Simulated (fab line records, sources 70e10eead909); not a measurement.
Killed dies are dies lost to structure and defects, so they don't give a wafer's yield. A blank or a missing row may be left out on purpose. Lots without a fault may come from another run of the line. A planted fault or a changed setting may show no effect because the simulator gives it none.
fab line records | flow nand_harc
record lots=14 wafers=42 last_day=33
route steps=1302 shown A_SGD_CUT@905 A_SLIT@924
lots that met no fault: from a run of the same line without faults
start_h: hours from the record's first day to the start of the lot's first wafer shown | wait_h: hours since the lot's step before | " the same as in the row above | L1.1+2: a row that stands for several wafers | - no value, or no start given | * or withheld: withheld | < > ~ a bound
route shown NAME@n: a module of which the file shows steps, and the number in the route of the first | usual: mean/standard deviation of fault-free wafers | same: alike in all rows | chamber/n: place in a boat | sites: the reading at each site | _std_site: their standard deviation | _edge_site: outer sites' mean less inner sites' | radius_mm: how far each site lies from the wafer's centre | mask NAME#n: copy n | behind: the tool/chamber that last shaped the wafer | hold: why the lot was held/for how many hours/how that ended | device: the transistor (n, p or np) that didn't switch | end of line: the same wafers' tests at the end of the route | a step without rows: its recipe alone | killed: dies lost to structure and defects at the first sort, not the wafer's yield | map: a wafer's dies, x killed, . not, _ none there
set.NAME: the setting as run; set.NAME@STEP: as run at that earlier step | model.NAME: the simulator's own value behind a step, which no gauge read
steps of the route over a sample of lots; a table a step, a row a wafer
services: from which hour (start_h, from the record's first day; less than 0 if before it) a tool's chamber was out of use, for how many hours, and why
## steps
# step NHARC_A_SGD_CUT_ETCH_58
# recipe target_depth_a=390 over_etch_frac=0.3 time_s=65 ion_energy_ev=80 cf4_flow_sccm=150 ar_flow_sccm=0 rf_w=300 bias_w=100 chemistry=CF4
# usual drypump_motor_current_A=5.9/0.36 oes_product_au=1.000/0.012 rf_fwd_power_W=296.9/1.3 rf_vpp_V=151.3/1.1 showerhead_plenum_p_Torr=1.77/0.059 throttle_valve_pct=13.284/0.0091
# same time_s=65
# columns lot.wafer tool chamber start_h wait_h drypump_motor_current_A oes_product_au rf_fwd_power_W rf_hours_counter_h rf_vpp_V showerhead_plenum_p_Torr throttle_valve_pct
L933.3 rie_diel-02 0 446.53 0.1 5.6 1.010 296.9 2 150.7 1.75 13.275
L933.1 " 2 " " 5.4 1.003 295.8 2 150.2 1.75 13.298
L933.5 " 0 " " 5.6 0.996 298.8 - 151.5 1.75 13.277
L931.4 rie_diel-01 0 446.92 0.1 5.8 1.015 296.0 4 150.3 1.69 13.289
L931.2 " 1 " " 5.6 1.017 297.2 5 153.2 1.88 13.276
L931.3 " 2 " " 6.3 1.007 296.2 6 152.7 1.83 13.293
L936.3 rie_diel-01 0 480.09 0.1 5.8 1.018 294.7 8 150.9 1.69 13.282
L936.4 " 2 " " 6.3 1.007 295.4 10 152.4 1.83 13.284
L936.6 " 1 " " 5.7 1.015 297.0 - 152.2 1.88 13.269
L935.3 rie_diel-02 1 487.35 0.1 6.1 0.979 297.5 3 151.4 1.82 13.286
L935.1 " 0 " " 5.6 0.997 298.7 4 150.7 1.75 13.272
L935.6 " 1 " " 6.1 0.987 297.5 - 152.4 1.82 13.301
L940.2 rie_diel-02 1 536.17 0.1 6.1 0.989 298.0 5 152.3 1.82 13.273
L940.5 " 0 " " 5.5 0.992 297.7 - 150.2 1.75 13.276
L940.4 " 1 " " 6.1 0.986 297.8 - 152.1 1.82 13.271
L942.4 rie_diel-12 0 543.68 0.1 5.7 1.017 298.0 - 151.6 1.72 13.282
L942.6 " 1 " " 5.2 1.009 297.5 - 148.8 1.67 13.294
L942.5 " 3 " " 6.6 1.009 298.8 - 149.7 1.76 13.275
L946.3 rie_diel-12 0 571.73 0.1 5.7 0.996 297.9 7 150.4 1.72 13.283
L946.5 " 0 " " 5.7 1.004 297.0 - 151.2 1.72 13.301
L946.6 " 1 " " 5.2 1.018 297.0 - 149.8 1.67 13.283
L947.4 rie_diel-12 1 611.02 0.1 5.2 1.017 295.6 9 149.7 1.67 13.276
L947.5 " 3 " " 6.6 0.994 294.5 - 150.4 1.76 13.288
L947.6 " 0 " " 5.7 0.993 297.5 - 149.1 1.72 13.277
L949.2 rie_diel-02 1 611.74 0.1 6.1 0.973 297.5 2 151.9 1.82 13.281
L949.6 " 3 " " 5.8 0.985 297.4 - 151.2 1.77 13.274
L949.4 " 0 " " 5.6 1.001 298.3 - 152.0 1.75 13.264
L950.3 rie_diel-02 1 627.94 0.1 6.1 0.974 298.0 3 151.5 1.82 13.296
L950.6 " 2 " " 5.4 1.004 295.5 - 151.9 1.74 13.281
L950.5 " 3 " " 5.9 0.980 298.7 - 150.7 1.77 13.279
L954.4 rie_diel-01 3 656.84 0.1 6.1 1.006 298.1 8 152.0 1.79 13.280
L954.2 " 0 " " 5.9 0.996 296.5 8 149.8 1.69 13.296
L954.3 " 1 " " 5.7 1.015 296.9 9 153.2 1.88 13.293
L951.1 rie_diel-02 2 659.86 0.1 5.4 1.000 297.1 3 152.3 1.74 13.275
L951.3 " 3 " " 5.9 0.994 297.9 5 150.6 1.77 13.287
L951.4 " 2 " " 5.3 1.002 297.7 - 149.2 1.74 13.296
L952.3 rie_diel-02 2 660.24 0.3 5.4 1.001 297.1 4 148.5 1.74 13.290
L952.1 " 3 " " 5.9 0.995 297.7 5 151.6 1.77 13.300
L952.5 " 3 " " 5.9 0.989 298.6 - 152.1 1.77 13.280
L953.1 rie_diel-12 0 660.28 0.1 5.7 0.990 297.5 2 151.8 1.72 13.283
L953.2 " 3 " " 6.6 0.995 297.4 3 150.8 1.76 13.292
L953.5 " 1 " " 5.2 1.030 295.4 - 150.6 1.67 13.306
# step NHARC_A_SLIT_DEP_23
# recipe target_thk_a=1000 target_thk_nm=100 temp_c=400 pressure_torr=3.5 flow_sccm=200 rf_w=350 material=SiON
# usual chamber_pressure_Torr=3.499/0.0076 heater_power_outer_w=434/56 heater_power_w=745/90 rf_fwd_power_W=348.2/1.1
# columns lot.wafer tool chamber start_h wait_h chamber_pressure_Torr heater_power_outer_w heater_power_w rf_fwd_power_W
L931.2 pecvd-03 2 459.61 2.6 3.490 370 622 349.2
L931.3 " 0 " " 3.497 456 741 347.3
L931.4 " 0 " " 3.499 464 734 348.7
L933.3 pecvd-03 2 460.31 1.9 3.491 320 567 349.1
L933.1 " 0 " " 3.504 421 690 348.3
L933.5 " 2 " " 3.501 318 573 349.6
L936.3 pecvd-02 2 492.27 1.9 3.504 363 592 347.4
L936.6 " 0 " " 3.500 410 794 347.8
L936.4 " 1 " " 3.498 405 701 346.1
L935.3 pecvd-02 1 499.17 1.9 3.504 407 727 348.3
L935.1 " 2 " " 3.509 450 701 345.9
L935.6 " 1 " " 3.504 419 733 349.5
L940.2 pecvd-02 2 545.86 2.5 - - - -
L940.4 " 2 " " - - - -
L940.5 " 0 " " - - - -
L942.4 pecvd-04 1 556.55 1.4 - - - -
L942.6 " 2 " " - - - -
L942.5 " 0 " " - - - -
L946.3 pecvd-02 0 584.97 1.9 3.506 423 776 348.3
L946.6 " 2 " " 3.497 350 586 349.4
L946.5 " 0 " " 3.500 413 761 346.0
L947.4 pecvd-03 1 623.70 1.4 3.497 325 609 347.2
L947.6 " 2 " " 3.507 352 596 350.0
L947.5 " 0 " " 3.484 471 737 349.0
L949.2 pecvd-02 2 625.83 2.5 3.508 418 643 345.9
L949.4 " 1 " " 3.495 333 607 347.8
L949.6 " 0 " " 3.493 452 852 348.6
L950.3 pecvd-03 0 639.00 1.9 3.503 482 765 350.3
L950.6 " 1 " " 3.496 389 717 348.9
L950.5 " 2 " " 3.502 379 648 348.2
L954.2 pecvd-02 1 667.82 2.5 3.505 354 650 349.3
L954.3 " 2 " " 3.506 399 625 347.8
L954.4 " 1 " " 3.502 367 666 348.6
L952.3 pecvd-04 0 674.55 1.9 3.507 557 937 348.2
L952.1 " 1 " " 3.494 444 694 346.5
L952.5 " 0 " " 3.505 569 907 348.8
L951.3 pecvd-02 2 675.27 1.9 3.505 420 674 347.1
L951.1 " 0 " " 3.495 410 803 348.7
L951.4 " 1 " " 3.499 420 738 349.7
L953.2 pecvd-04 2 678.32 2.5 3.509 501 868 347.3
L953.1 " 0 " " 3.501 487 837 349.2
L953.5 " 0 " " 3.515 478 833 350.4
# step NHARC_A_SLIT_DESCUM_14
# recipe time_s=3 o2_flow_sccm=200 ar_flow_sccm=0 bias_power_w=0 chemistry=O2
# usual drypump_motor_current_A=5.6/0.52 oes_product_au=0.997/0.012 rf_vpp_V=57.7/0.96 showerhead_plenum_p_Torr=1.90/0.071 throttle_valve_pct=11.311/0.0087
# same time_s=3
# columns lot.wafer tool chamber start_h wait_h drypump_motor_current_A oes_product_au rf_hours_counter_h rf_vpp_V showerhead_plenum_p_Torr throttle_valve_pct
L931.2 rie_diel-05 2 460.48 0.1 6.1 0.974 2.8 58.7 2.01 11.306
L931.3 " 3 " " 6.1 1.000 2.5 57.2 1.87 11.308
L931.4 " 0 " " 6.0 1.011 - 57.9 1.82 11.308
L933.1 rie_diel-07 0 461.14 0.1 5.9 0.999 6.9 58.3 1.98 11.313
L933.3 " 1 " " 5.1 0.986 8.1 57.8 1.88 11.316
L933.5 " 1 " " 5.1 0.986 - 57.3 1.88 11.317
L936.4 rie_diel-10 0 492.96 0.1 5.0 1.006 4.1 55.9 1.91 11.329
L936.3 " 1 " " 5.5 0.993 4.1 56.4 1.84 11.305
L936.6 " 2 " " 5.1 0.990 - 58.1 1.82 11.309
L935.1 rie_diel-05 2 500.02 0.1 6.1 0.986 5.7 57.2 2.00 11.313
L935.3 " 3 " " 6.1 1.008 4.9 58.2 1.87 11.314
L935.6 " 0 " " 5.9 1.000 - 57.0 1.82 11.318
L940.4 rie_diel-10 3 546.60 0.1 6.6 0.987 6.2 57.5 1.81 11.312
L940.2 " 0 " " 5.0 1.004 6.6 56.7 1.91 11.313
L940.5 " 3 " " 6.6 0.979 - 56.4 1.82 11.306
L942.4 rie_diel-10 1 557.35 0.1 5.5 0.993 7.6 58.0 1.84 11.313
L942.5 " 2 " " 5.1 0.983 - 57.3 1.82 11.290
L942.6 " 3 " " 6.6 0.982 - 56.2 1.81 11.323
L946.3 rie_diel-10 1 585.81 0.1 5.6 0.994 9.1 58.0 1.84 11.308
L946.6 " 2 " " 5.1 0.994 - 57.9 1.82 11.316
L946.5 " 3 " " 6.6 0.986 - 55.3 1.81 11.311
L947.5 rie_diel-05 3 624.51 0.1 6.1 1.023 - 56.8 1.87 11.322
L947.4 " 0 " " 6.0 1.013 - 55.4 1.82 11.319
L947.6 " 1 " " 5.3 0.994 - 58.0 1.95 11.292
L949.4 rie_diel-10 1 626.68 0.1 5.6 1.003 0.9 56.0 1.84 11.305
L949.2 " 2 " " 5.1 0.969 1.0 56.7 1.81 11.318
L949.6 " 1 " " 5.6 1.004 - 57.7 1.84 11.320
L950.3 rie_diel-05 2 639.69 0.1 6.1 1.003 1.4 59.2 2.00 11.322
L950.5 " 1 " " 5.3 0.999 - 58.8 1.95 11.316
L950.6 " 2 " " 6.1 1.003 - 58.6 2.00 11.302
L954.2 rie_diel-05 0 668.54 0.1 5.9 1.008 4.9 57.0 1.82 11.296
L954.4 " 1 " " 5.3 1.009 4.2 58.2 1.95 11.303
L954.3 " 2 " " 6.1 1.012 2.4 57.3 2.00 11.295
L952.1 rie_diel-07 3 675.42 0.1 5.1 0.995 0.5 56.9 1.94 11.327
L952.3 " 1 " " 5.1 0.995 0.1 58.8 1.88 11.299
L952.5 " 3 " " 5.1 0.989 - 58.4 1.94 11.318
L951.3 rie_diel-05 1 676.10 0.1 5.3 1.005 4.6 57.8 1.95 11.310
L951.4 " 2 " " 6.1 1.006 2.9 60.1 2.00 11.319
L951.1 " 3 " " 6.1 1.011 5.9 57.4 1.86 11.317
L953.2 rie_diel-10 2 679.16 0.1 5.1 0.993 3.3 55.9 1.81 11.304
L953.1 " 1 " " 5.6 1.011 3.2 57.2 1.84 11.310
L953.5 " 3 " " 6.6 0.963 - 57.4 1.81 11.308
# step NHARC_A_SLIT_ETCH_15
# recipe target_depth_a=62000 over_etch_frac=0.3 time_s=1612 ion_energy_ev=150 o2_flow_sccm=400 cos_flow_sccm=20 ar_flow_sccm=0 rf_w=500 bias_w=300 chemistry=O2/COS
# usual drypump_motor_current_A=5.6/0.51 oes_product_au=0.998/0.013 rf_fwd_power_W=499.9/1.6 rf_vpp_V=313.9/1.8 showerhead_plenum_p_Torr=3.09/0.11 throttle_valve_pct=28.331/0.0085
# same time_s=1612
# columns lot.wafer tool chamber start_h wait_h drypump_motor_current_A oes_product_au rf_fwd_power_W rf_hours_counter_h rf_vpp_V showerhead_plenum_p_Torr throttle_valve_pct
L931.2 rie_diel-05 3 - - 6.1 1.002 498.0 2.8 313.3 3.05 28.332
L931.3 " 2 " " 6.1 0.984 500.8 3.1 317.6 3.26 28.333
L931.4 " 3 " " 6.1 1.015 499.4 - 313.8 3.05 28.327
L933.3 rie_diel-07 3 - - 5.1 1.004 500.8 7.6 314.5 3.17 28.319
L933.1 " 1 " " 5.1 0.993 499.9 8.3 312.2 3.08 28.324
L933.5 " 0 " " 5.9 1.000 499.6 - 315.0 3.23 28.347
L936.3 rie_diel-10 1 - - 5.6 0.984 501.2 4.3 313.6 3.01 28.328
L936.4 " 2 " " 5.1 1.006 495.9 4.0 312.0 2.97 28.328
L936.6 " 2 " " 5.1 1.013 498.7 - 313.1 2.97 28.330
L935.1 rie_diel-05 1 - - 5.4 1.000 499.1 4.6 314.8 3.19 28.353
L935.3 " 3 " " 6.1 1.005 501.8 5.1 313.9 3.05 28.340
L935.6 " 1 " " 5.4 0.999 496.9 - 316.3 3.19 28.323
L940.2 rie_diel-10 3 - - 6.7 0.993 498.7 6.4 311.4 2.97 28.333
L940.4 " 1 " " 5.6 0.986 499.5 7.1 313.3 3.01 28.331
L940.5 " 2 " " 5.1 0.988 500.6 - 310.9 2.97 28.332
L942.4 rie_diel-10 3 - - 6.7 0.984 499.6 7.7 312.5 2.97 28.336
L942.6 " 3 " " 6.7 0.995 497.7 - 312.7 2.97 28.325
L942.5 " 0 " " 5.0 1.003 501.2 - 314.4 3.12 28.333
L946.3 rie_diel-10 0 - - 5.0 1.003 502.4 9.5 316.0 3.11 28.333
L946.5 " 0 " " 5.0 1.002 501.2 - 315.3 3.11 28.328
L946.6 " 1 " " 5.6 0.987 502.8 - 312.3 3.01 28.330
L947.5 rie_diel-05 3 - - 6.1 1.019 500.4 - 311.5 3.05 28.322
L947.6 " 0 " " 6.0 0.999 501.2 - 313.1 2.97 28.326
L947.4 " 1 " " 5.3 1.002 499.3 - 314.6 3.19 28.321
L949.2 rie_diel-10 1 - - 5.6 1.008 498.6 1.2 312.7 3.01 28.329
L949.4 " 3 " " 6.6 0.974 499.3 1.7 311.0 2.97 28.331
L949.6 " 2 " " 5.1 0.981 499.5 - 310.5 2.97 28.321
L950.3 rie_diel-05 0 - - 6.0 1.003 496.6 3.7 312.3 2.97 28.326
L950.5 " 3 " " 6.1 1.032 498.4 - 311.3 3.05 28.319
L950.6 " 0 " " 5.9 1.001 498.8 - 312.0 2.97 28.329
L954.2 rie_diel-05 3 - - 6.1 1.028 500.8 5.2 313.1 3.05 28.338
L954.3 " 0 " " 6.0 1.005 499.4 5.1 313.4 2.97 28.332
L954.4 " 2 " " 6.1 1.005 500.1 2.7 316.3 3.26 28.323
L952.3 rie_diel-07 0 - - 5.9 1.002 499.1 0.6 316.1 3.22 28.309
L952.1 " 2 " " 5.2 1.016 501.1 0.9 315.4 3.27 28.327
L952.5 " 1 " " 5.1 1.002 497.6 - 314.3 3.07 28.325
L951.3 rie_diel-05 1 - - 5.4 1.004 499.7 4.9 315.3 3.18 28.321
L951.4 " 3 " " 6.1 1.013 496.9 6.2 312.7 3.05 28.317
L951.1 " 0 " " 6.0 0.996 498.0 6.1 311.7 2.97 28.338
L953.1 rie_diel-10 0 - - 5.0 1.001 499.8 3.4 313.2 3.11 28.335
L953.2 " 1 " " 5.5 1.002 496.0 3.4 313.8 3.01 28.319
L953.5 " 1 " " 5.6 1.010 500.1 - 311.9 3.01 28.333
## services
# columns tool chamber start_h hours kind
pecvd-02 - 425.64 1.8 repair
pecvd-02 2 437.63 5.7 repair
rie_diel-02 1 456.65 3.4 repair
rie_diel-05 1 459.54 3.5 repair
pecvd-02 - 460.69 2.2 repair
pecvd-02 - 465.49 0.8 repair
rie_diel-05 3 477.82 6.1 repair
rie_diel-05 0 478.91 8.1 repair
rie_diel-02 2 499.08 28.2 repair
rie_diel-10 1 502.17 1.2 repair
rie_diel-02 2 532.28 4.9 repair
rie_diel-05 2 538.24 3.8 repair
rie_diel-02 2 547.27 10.6 repair
rie_diel-02 - 570.70 9.0 pm
rie_diel-10 3 581.72 3.9 repair
rie_diel-05 - 583.65 9.0 pm
pecvd-02 - 589.49 13.0 pm
rie_diel-10 - 596.50 9.0 pm
rie_diel-05 0 602.58 1.5 repair
rie_diel-10 0 606.25 3.9 repair
rie_diel-05 2 621.61 3.3 repair
rie_diel-05 2 630.33 4.6 repair
rie_diel-10 0 668.97 5.2 repair
rie_diel-10 0 675.31 1.8 repair
## key
first_sign step=NHARC_A_SLIT_DEP_23 reading=tool_record direction=missing
effect none on later readings
met_at NHARC_A_SLIT_DEP_23
struck_lots L940,L942
later_rows_left_out L940.2,L940.4,L940.5,L942.4,L942.5,L942.6
sort_left_out L940.2,L940.4,L940.5,L942.4,L942.5,L942.6
tester_left_out L940,L942
not_acting_at NHARC_A_SGD_CUT_ETCH_58,NHARC_A_SLIT_DESCUM_14,NHARC_A_SLIT_ETCH_15
onset_between 499.17 545.86
fault kind=skipped_step_whole tool=pecvd-02,pecvd-04 chamber=- onset_h=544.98 steps=NHARC_A_SLIT_DEP_23 scope=struck_lots_only
# tester_left_out: of these lots the tester's yield and bins aren't shown, on N5 and GAA mostly nor the transistor test; their killed dies are dies lost to structure and defects alone, not to doping, threshold or leakage, so they don't give the yield
# sort_left_out: the simulated sort isn't trusted on such a fault, so these wafers' sort isn't shown, and their yield isn't known
# later_rows_left_out: the simulator's readings of these wafers behind a module that went badly wrong aren't trusted and aren't shown, but for the sort
